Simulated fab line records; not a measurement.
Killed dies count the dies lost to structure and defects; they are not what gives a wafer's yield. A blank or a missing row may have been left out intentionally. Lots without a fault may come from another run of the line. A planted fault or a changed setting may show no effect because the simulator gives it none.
Matching of chambers | flow n5Finfet | N5_BEOL_M9_DESCUM_33 on rieDiel-05 has 4 sister chambers
The step chemistry O2, time 7 s. 8 wafers are shown with their chamber, then 9 later ones without.

## WAFERS PAIRED WITH THEIR CHAMBERS
wafer  | chamber | showerheadPlenumPTorr (Torr) | oesProductAu (a.u.)
L080.6 | 1       | 2.05                         | 0.67
L083.2 | 2       | 2.02                         | 0.87
L082.2 | 3       | 2.08                         | 0.97
L082.5 | 3       | 2.08                         | 0.96
L082.6 | 2       | 2.02                         | 0.88
L084.1 | 1       | 2.04                         | 0.67
L084.3 | 0       | 2.15                         | 0.68
L084.6 | 0       | 2.15                         | 0.68

## WAFERS MISSING THEIR CHAMBER
wafer  | showerheadPlenumPTorr (Torr) | oesProductAu (a.u.)
L086.4 | 2.02                         | 0.86
L086.5 | 2.02                         | 0.85
L086.6 | 2.04                         | 0.67
L091.1 | 2.15                         | 0.67
L091.3 | 2.07                         | 0.90
L091.4 | 2.07                         | 0.91
L096.4 | 2.14                         | 1.05
L096.5 | 2.14                         | 1.03
L096.6 | 2.03                         | 0.94

## CHAMBER TAKEN BY EACH
wafer  | from the rows above     | in truth
L086.4 | 2                       | 2
L086.5 | 2                       | 2
L086.6 | 1                       | 1
L091.1 | 0                       | 0
L091.3 | can't be placed: 3 or 2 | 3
L091.4 | 3                       | 3
L096.4 | 3                       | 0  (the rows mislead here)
L096.5 | 3                       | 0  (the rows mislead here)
L096.6 | can't be placed: 2 or 3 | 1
5 of 9 placed correctly. Can't be placed from these rows: 2 (the true chamber is among the candidates in 1). Wrongly placed: 2.
How it was worked out, from the rows above alone: a wafer's distance from a chamber is the root of the sum, over the readings, of the square of ((its reading less the chamber's mean) divided by the reading's scatter). The wafer belongs to the nearest chamber; if the next one is less than 2 further off, it can't be placed. The mean given for a chamber averages the wafers shown for that chamber. The scatter: take each reading less its chamber's mean, square it, sum over the shown wafers, divide by the number of wafers less the number of chambers, and take the root.
